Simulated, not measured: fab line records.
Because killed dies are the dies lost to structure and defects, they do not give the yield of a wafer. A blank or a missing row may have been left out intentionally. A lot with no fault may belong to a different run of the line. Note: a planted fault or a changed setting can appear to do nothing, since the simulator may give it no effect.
fab line records	flow nand-harc
record: lots: 13	wafers: 39	last-day: 34
route steps=1302 shown A_CHANNEL_FILL_D1@508 A_ONON_D2@550 A_CHANNEL_HOLE_D2@570 END@1302
lots that met no fault: taken from a fault-free run of the same line
start-h: hours from the record's first day to the start of the lot's first wafer shown	wait-h: hours elapsed since this lot's preceding step	" the same as in the row above	L1.1+2: several wafers, shown together as one row	- value missing, or start not given	* or withheld: withheld	< > ~ a bound
route shown NAME@n: names a module that has steps shown in the file, with the first one's number in the route	usual: mean/standard deviation of fault-free wafers	same: alike in all rows	chamber/n: place in a boat	sites: each site's reading	_std_site: how widely they spread, as a standard deviation	_edge_site: inner sites' mean taken away from outer sites' mean	radius-mm: how far each site lies from the wafer's centre	mask NAME#n: copy n	behind: the most recent tool/chamber to have shaped the wafer	hold: what put the lot on hold/how long, in hours/how the hold closed	device: names the non-switching transistor (n, p or np)	end of line: at the end of the route, the tests of the same wafers	a step with no rows: only its recipe	killed: dies that structure and defects cost at the first sort, which is not the same as the wafer's yield	map: a wafer's dies, marking killed ones x, the rest . and places with no die _
set.NAME: setting as actually run; set.NAME@STEP: the setting as run at that earlier step	model.NAME: the simulator's own value behind a step, which no gauge read
the route's steps for a sample of lots (tables are steps, rows are wafers)
services: the hour from which a tool's chamber was out of use, counted from the record's first day as start-h (under 0 if before that day), plus the number of hours and why
== steps ==
step: NHARC_A_CHANNEL_FILL_D1_ETCHBACK_08
recipe: target-depth-a: 2200	time-s: 110	c4f8-flow-sccm: 20	ar-flow-sccm: withheld	rf-w: 600	bias-w: 300	chemistry: C4F8
usual: oes-product-au: 0.95/0.035	rf-vpp-V: 440.8/2.4
lot.wafer	tool	chamber	start-h	wait-h	oes-product-au	rf-hours-counter-h	rf-vpp-V
L411.3	rie-diel-04	3	-	-	0.92	2.2	437.6
L411.2	"	0	"	"	0.92	2.1	443.2
L411.4	"	2	"	"	0.91	2.6	441.0
L413.2	rie-diel-04	2	-	-	0.99	4.0	440.7
L413.3	"	0	"	"	0.99	3.4	442.6
L413.5	"	3	"	"	1.00	-	440.5
L414.3	rie-diel-06	1	-	-	0.91	5.7	443.6
L414.4	"	3	"	"	0.93	6.5	441.0
L414.5	"	1	"	"	0.92	-	442.5
L420.3	rie-diel-04	0	-	-	0.92	7.4	441.6
L420.2	"	1	"	"	0.92	7.3	443.7
L420.6	"	0	"	"	0.92	-	442.6
L423.4	rie-diel-04	0	-	-	0.92	8.8	442.9
L423.6	"	3	"	"	0.91	-	438.2
L423.5	"	0	"	"	0.92	-	442.1
L424.3	rie-diel-06	1	-	-	1.00	1.8	442.5
L424.4	"	3	"	"	0.98	1.2	441.4
L424.2	"	0	"	"	0.99	1.7	443.2
L425.2	rie-diel-06	1	-	-	0.92	3.6	443.1
L425.3	"	2	"	"	0.92	3.0	436.6
L425.5	"	1	"	"	0.94	-	442.2
L426.4	rie-diel-01	2	-	-	0.92	9.5	439.2
L426.2	"	3	"	"	0.92	8.8	438.6
L426.5	"	1	"	"	0.93	-	443.8
L428.1	rie-diel-06	0	-	-	1.00	4.9	443.5
L428.3	"	1	"	"	1.02	4.9	442.6
L428.5	"	1	"	"	1.01	-	443.0
L430.3	rie-diel-04	1	-	-	0.94	2.6	442.5
L430.5	"	1	"	"	0.93	-	442.8
L430.4	"	3	"	"	0.91	-	438.5
L432.4	rie-diel-01	1	-	-	1.00	3.1	443.3
L432.5	"	0	"	"	1.01	-	439.1
L432.6	"	1	"	"	1.01	-	442.4
L433.3	rie-diel-04	0	-	-	0.93	4.1	441.4
L433.1	"	1	"	"	0.93	4.0	443.9
L433.6	"	3	"	"	0.92	-	435.5
L434.4	rie-diel-04	2	-	-	0.96	4.8	440.8
L434.3	"	3	"	"	0.93	5.0	438.7
L434.5	"	1	"	"	0.96	-	443.5
step: NHARC_A_ONON_D2_THK_MEAS_08
recipe: thk-meas-gauge: ellipsometry
usual: thk-nm: 1001/13
lot.wafer	tool	chamber	start-h	wait-h	thk-nm
L411.2	film-metro-01	-	277.50	-	991
L411.3	"	-	"	"	992
L411.4	"	-	"	"	992
L413.2	film-metro-02	-	302.76	-	997
L413.3	"	-	"	"	999
L413.5	"	-	"	"	1000
L414.3	film-metro-01	-	302.76	-	976
L414.4	"	-	"	"	976
L414.5	"	-	"	"	975
L420.2	film-metro-02	-	363.91	-	1012
L420.3	"	-	"	"	1013
L420.6	"	-	"	"	1012
L424.2	film-metro-01	-	399.00	-	1021
L424.3	"	-	"	"	1022
L424.4	"	-	"	"	1022
L423.4	film-metro-02	-	399.01	-	989
L423.5	"	-	"	"	990
L423.6	"	-	"	"	988
L425.2	film-metro-02	-	419.58	-	981
L425.3	"	-	"	"	981
L425.5	"	-	"	"	980
L426.2	film-metro-01	-	426.66	-	1009
L426.4	"	-	"	"	1012
L426.5	"	-	"	"	1009
L428.1	film-metro-02	-	443.03	-	1021
L428.3	"	-	"	"	1019
L428.5	"	-	"	"	1020
L430.3	film-metro-02	-	470.03	-	1005
L430.4	"	-	"	"	1005
L430.5	"	-	"	"	1006
L432.4	film-metro-02	-	483.10	-	996
L432.5	"	-	"	"	996
L432.6	"	-	"	"	993
L433.1	film-metro-01	-	488.62	-	985
L433.3	"	-	"	"	986
L433.6	"	-	"	"	987
L434.3	film-metro-01	-	508.27	-	1012
L434.4	"	-	"	"	1012
L434.5	"	-	"	"	1009
step: NHARC_A_CHANNEL_HOLE_D2_DEP_00
recipe: target-thk-a: 31000	temp-c: 400	material: aC
usual: throttle-valve-pct: 35.002/0.0092
lot.wafer	tool	chamber	start-h	wait-h	throttle-valve-pct
L411.2	acl-dep-01	0	291.86	2.6	34.985
L411.3	"	0	"	"	35.011
L411.4	"	0	"	"	35.001
L411.2	acl-dep-01	0	295.58	3.4	34.998
L411.3	"	0	"	"	35.002
L411.4	"	0	"	"	35.004
L413.2	acl-dep-03	0	316.67	2.0	35.001
L413.3	"	0	"	"	35.003
L413.5	"	0	"	"	34.996
L414.3	acl-dep-02	0	317.19	2.4	34.997
L414.4	"	0	"	"	34.997
L414.5	"	0	"	"	35.005
L414.3	acl-dep-02	0	319.34	1.8	35.012
L414.4	"	0	"	"	34.985
L414.5	"	0	"	"	34.995
L420.2	acl-dep-02	0	376.61	1.0	34.999
L420.3	"	0	"	"	35.001
L420.6	"	0	"	"	35.008
L420.2	acl-dep-02	0	380.33	3.4	34.998
L420.3	"	0	"	"	35.009
L420.6	"	0	"	"	34.997
L424.2	acl-dep-02	0	412.15	1.1	34.988
L424.3	"	0	"	"	34.989
L424.4	"	0	"	"	34.999
L423.4	acl-dep-01	0	412.87	1.7	34.994
L423.5	"	0	"	"	35.001
L423.6	"	0	"	"	34.993
L425.2	acl-dep-01	0	438.40	4.4	35.010
L425.3	"	0	"	"	34.987
L425.5	"	0	"	"	35.015
L426.2	acl-dep-01	0	442.04	4.1	35.010
L426.4	"	0	"	"	35.005
L426.5	"	0	"	"	35.010
L428.1	acl-dep-01	0	457.21	2.9	34.994
L428.3	"	0	"	"	35.010
L428.5	"	0	"	"	35.012
L430.3	acl-dep-01	0	482.08	0.7	34.990
L430.4	"	0	"	"	35.001
L430.5	"	0	"	"	34.996
L432.4	acl-dep-01	0	500.65	1.7	35.011
L432.5	"	0	"	"	34.994
L432.6	"	0	"	"	35.007
L433.1	acl-dep-03	0	501.09	1.9	35.011
L433.3	"	0	"	"	34.996
L433.6	"	0	"	"	34.986
L434.3	acl-dep-01	0	521.76	1.5	35.008
L434.4	"	0	"	"	35.013
L434.5	"	0	"	"	34.999
step: NHARC_A_CHANNEL_HOLE_D2_ETCH_38
recipe: target-depth-a: 390	over-etch-frac: 0.3	time-s: 65	ion-energy-ev: 80	cf4-flow-sccm: 150	ar-flow-sccm: 0	rf-w: 300	bias-w: 100	chemistry: CF4
usual: drypump-motor-current-A: 5.7/0.41	oes-product-au: 0.999/0.0091	rf-vpp-V: 151.3/1.3	showerhead-plenum-p-Torr: 1.78/0.073	throttle-valve-pct: 13.284/0.0093
lot.wafer	tool	chamber	start-h	wait-h	drypump-motor-current-A	oes-product-au	rf-hours-counter-h	rf-vpp-V	showerhead-plenum-p-Torr	throttle-valve-pct
L411.4	rie-diel-08	1	298.08	0.1	6.1	0.999	2.8	150.3	1.70	13.268
L411.3	"	3	"	"	5.0	1.001	4.7	151.7	1.70	13.290
L411.2	"	0	"	"	5.8	1.013	5.9	152.1	1.84	13.290
L413.3	rie-diel-08	0	319.27	0.1	5.7	1.001	7.6	152.0	1.84	13.287
L413.2	"	1	"	"	6.1	0.990	4.0	150.9	1.70	13.286
L413.5	"	0	"	"	5.7	1.001	-	152.1	1.84	13.294
L414.3	rie-diel-10	3	321.59	0.1	5.6	1.009	3.3	152.2	1.73	13.283
L414.5	"	0	"	"	6.0	0.999	-	152.6	1.90	13.268
L414.4	"	2	"	"	5.8	1.005	-	150.8	1.79	13.287
L420.2	rie-diel-08	0	382.85	0.1	5.7	0.991	0.1	152.1	1.84	13.286
L420.3	"	1	"	"	6.1	1.004	0.1	150.8	1.70	13.285
L420.6	"	0	"	"	5.7	0.989	-	152.8	1.84	13.288
L424.2	rie-diel-08	2	414.76	0.1	6.2	1.002	3.2	153.6	1.87	13.281
L424.3	"	3	"	"	5.0	0.990	2.9	149.7	1.70	13.276
L424.4	"	0	"	"	5.7	1.000	1.2	151.9	1.84	13.278
L423.4	rie-diel-10	3	414.92	0.1	5.6	1.003	7.1	150.4	1.73	13.282
L423.6	"	1	"	"	5.5	1.004	-	149.7	1.76	13.284
L423.5	"	2	"	"	5.8	0.993	-	150.7	1.79	13.301
L425.3	rie-diel-10	0	441.01	0.1	6.0	1.005	1.1	153.0	1.89	13.288
L425.2	"	2	"	"	5.8	0.996	0.7	152.6	1.79	13.277
L425.5	"	0	"	"	6.0	0.990	-	153.8	1.89	13.286
L426.2	rie-diel-03	0	444.54	0.1	5.4	0.988	8.4	151.4	1.82	13.292
L426.4	"	2	"	"	4.9	0.982	11.0	150.7	1.81	13.288
L426.5	"	0	"	"	5.4	0.987	-	151.2	1.82	13.275
L428.3	rie-diel-10	3	460.31	0.1	5.6	0.998	1.7	150.3	1.73	13.305
L428.1	"	0	"	"	6.0	0.997	1.9	152.4	1.89	13.280
L428.5	"	1	"	"	5.5	1.010	-	152.2	1.76	13.297
L430.3	rie-diel-08	3	484.36	0.1	5.0	0.988	6.0	148.8	1.70	13.295
L430.4	"	2	"	"	6.2	1.002	6.5	153.5	1.87	13.268
L430.5	"	0	"	"	5.7	0.985	-	153.7	1.84	13.277
L432.6	rie-diel-03	3	503.06	0.1	6.1	0.992	-	150.5	1.67	13.282
L432.4	"	0	"	"	5.4	0.989	-	151.8	1.82	13.282
L432.5	"	2	"	"	4.9	1.000	-	152.7	1.81	13.271
L433.3	rie-diel-10	3	504.01	0.1	5.6	1.000	4.6	148.7	1.73	13.272
L433.1	"	2	"	"	5.8	1.008	3.8	150.7	1.79	13.278
L433.6	"	0	"	"	6.0	1.001	-	153.3	1.89	13.286
L434.4	rie-diel-03	2	524.04	0.1	4.9	0.999	1.9	150.9	1.81	13.276
L434.3	"	0	"	"	5.4	0.979	2.3	151.5	1.82	13.281
L434.5	"	2	"	"	4.9	0.998	-	152.2	1.81	13.269
step: NHARC_END_SORT_01
recipe: temp-c: 25
usual: killed-at-array: 53/18	killed-at-other: 1.0/1.2	killed-at-periphery: 3.6/2.4	killed-dies: 58/18	killed-open: 3.4/1.8	killed-short: 2.3/1.5
same: gross-dies: 677
lot.wafer	tool	chamber	start-h	wait-h	killed-at-array	killed-at-other	killed-at-periphery	killed-dies	killed-open	killed-short
L411.2	prober-02	0	572.36	2.8	674	0	3	677	2	2
L411.3	prober-02	0	573.18	3.1	671	1	5	677	8	1
L411.4	prober-02	0	573.99	3.4	671	0	6	677	1	2
L414.3	prober-01	0	625.17	3.1	673	0	4	677	6	1
L414.4	prober-01	0	625.97	3.4	672	1	4	677	4	1
L414.5	prober-01	0	626.77	3.7	673	0	4	677	8	1
L420.2	prober-02	0	684.63	2.8	669	1	7	677	4	3
L420.3	prober-02	0	685.42	3.1	665	0	12	677	4	1
L420.6	prober-02	0	687.79	4.0	671	0	6	677	3	0
killed by level:class
L411.2 A_CHANNEL_HOLE_D2:area-dep=651 A_CHANNEL_HOLE_D2:chamber-film-flake=5 A_DECK1_JOINT:chamber-film-flake=4 A_STAIRCASE:chamber-film-flake=4 A_ZERO_WELL:chamber-film-flake=2 P_STI:chamber-film-flake=2 A_CONTACT:chamber-film-flake=2 A_BONDPAD:chamber-film-flake=2
L411.3 A_CHANNEL_HOLE_D2:area-dep=645 A_STAIRCASE:chamber-film-flake=6 A_CONTACT:chamber-film-flake=5 A_DECK1_JOINT:chamber-film-flake=3 A_CHANNEL_HOLE_D2:chamber-film-flake=3 A_ONON_D1:geometric-particle:open=2 A_CHANNEL_FILL_D1:geometric-particle:open=2 A_DECK1_JOINT:geometric-particle:open=2
L411.4 A_CHANNEL_HOLE_D2:area-dep=651 A_STAIRCASE:chamber-film-flake=6 A_CHANNEL_HOLE_D2:chamber-film-flake=5 A_ONON_D1:geometric-particle:short=2 P_STI:chamber-film-flake=2 A_ZERO_WELL:chamber-film-flake=2 A_CONTACT:chamber-film-flake=2 A_CONTACT:unspecified=2
L414.3 A_CHANNEL_HOLE_D2:area-dep=638 A_SLIT:chamber-film-flake=16 A_CONTACT:chamber-film-flake=5 A_CHANNEL_HOLE_D2:chamber-film-flake=4 A_STAIRCASE:chamber-film-flake=3 P_M0:geometric-particle:open=2 A_BLC:geometric-particle:open=2 P_CONTACT:geometric-particle:open=1
L414.4 A_CHANNEL_HOLE_D2:area-dep=643 A_SLIT:chamber-film-flake=11 A_CHANNEL_HOLE_D2:chamber-film-flake=4 P_GATE:chamber-film-flake=2 A_STAIRCASE:chamber-film-flake=2 A_ZERO_WELL:chamber-film-flake=2 A_CHANNEL_FILL_D2:chamber-film-flake=2 A_WL_FILL:chamber-film-flake=2
L414.5 A_CHANNEL_HOLE_D2:area-dep=641 A_SLIT:chamber-film-flake=13 A_CHANNEL_HOLE_D2:chamber-film-flake=5 A_CONTACT:chamber-film-flake=4 P_M0:geometric-particle:open=2 A_WL_FILL:geometric-particle:open=2 A_CHANNEL_HOLE_D1:chamber-film-flake=2 P_CONTACT:geometric-particle:open=1
L420.2 A_CHANNEL_HOLE_D2:area-dep=621 A_SLIT:chamber-film-flake=25 A_CHANNEL_HOLE_D2:chamber-film-flake=14 P_CONTACT:chamber-film-flake=2 P_M2:chamber-film-flake=2 A_WL_FILL:chamber-film-flake=2 A_CONTACT:chamber-film-flake=2 P_M0:geometric-particle:open=1
L420.3 A_CHANNEL_HOLE_D2:area-dep=626 A_SLIT:chamber-film-flake=20 P_CONTACT:chamber-film-flake=8 A_CHANNEL_HOLE_D2:chamber-film-flake=8 A_CHANNEL_HOLE_D1:chamber-film-flake=5 P_ZERO_WELL:chamber-film-flake=2 A_CONTACT:chamber-film-flake=2 P_STI:geometric-particle:open=1
L420.6 A_CHANNEL_HOLE_D2:area-dep=631 A_SLIT:chamber-film-flake=21 A_CHANNEL_HOLE_D2:chamber-film-flake=8 P_CONTACT:chamber-film-flake=5 A_CHANNEL_HOLE_D1:chamber-film-flake=4 A_CHANNEL_FILL_D1:chamber-film-flake=2 P_CONTACT:geometric-particle:open=1 A_CHANNEL_HOLE_D1:geometric-particle:open=1
== services ==
tool	chamber	start-h	hours	kind
rie-diel-10	1	208.56	10.6	repair
rie-diel-08	2	211.86	9.1	repair
rie-diel-10	1	221.55	2.7	repair
acl-dep-02	-	229.30	10.7	repair
rie-diel-10	-	242.77	9.0	pm
acl-dep-02	-	243.15	13.0	pm
rie-diel-08	3	247.54	8.2	repair
rie-diel-08	2	256.48	3.4	repair
rie-diel-04	1	259.50	9.0	repair
rie-diel-08	3	263.35	10.4	repair
rie-diel-04	1	289.33	2.8	repair
rie-diel-10	1	318.84	3.5	repair
acl-dep-02	-	322.63	5.0	repair
rie-diel-04	0	333.72	3.4	repair
rie-diel-04	1	335.60	1.7	repair
rie-diel-04	3	352.66	11.1	repair
rie-diel-04	-	354.91	9.0	pm
rie-diel-08	-	367.80	9.0	pm
acl-dep-01	-	373.23	13.0	pm
rie-diel-08	0	405.60	8.6	repair
rie-diel-04	0	412.27	6.2	repair
rie-diel-10	-	418.72	0.5	repair
rie-diel-04	-	433.13	3.6	repair
rie-diel-04	-	481.04	0.2	repair
== key ==
first-sign: step: NHARC_A_CHANNEL_HOLE_D2_DEP_00	reading: visit	direction: added
effect: step: NHARC_END_SORT_01	reading: killed-at-array	direction: up	sigmas: 35	usual: 53	struck: 671
more-kills-born-at: NHARC_A_CHANNEL_HOLE_D2_DEP_00@acl-dep-02: 3800	NHARC_A_CHANNEL_HOLE_D2_DEP_00@acl-dep-01: 1947
met-at NHARC_A_CHANNEL_HOLE_D2_DEP_00
struck-lots L411,L414,L420
later-rows-left-out L411.2,L411.3,L411.4,L414.3,L414.4,L414.5,L420.2,L420.3,L420.6
tester-left-out L411,L414,L420
not-acting-at NHARC_A_CHANNEL_FILL_D1_ETCHBACK_08,NHARC_A_ONON_D2_THK_MEAS_08,NHARC_A_CHANNEL_HOLE_D2_ETCH_38
fault: kind: repeated-step-whole	tool: acl-dep-01,acl-dep-02,acl-dep-03	chamber: -	onset-h: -	steps: NHARC_A_CHANNEL_HOLE_D2_DEP_00	times: 1	scope: struck-lots-only
tester-left-out: of these lots the tester's yield and bins aren't shown, on N5 and GAA mostly nor the transistor test; their killed dies are dies lost to structure and defects alone, not to doping, threshold or leakage, so they don't give the yield
later-rows-left-out: the simulator's readings of these wafers behind a module that went badly wrong aren't trusted and aren't shown, but for the sort
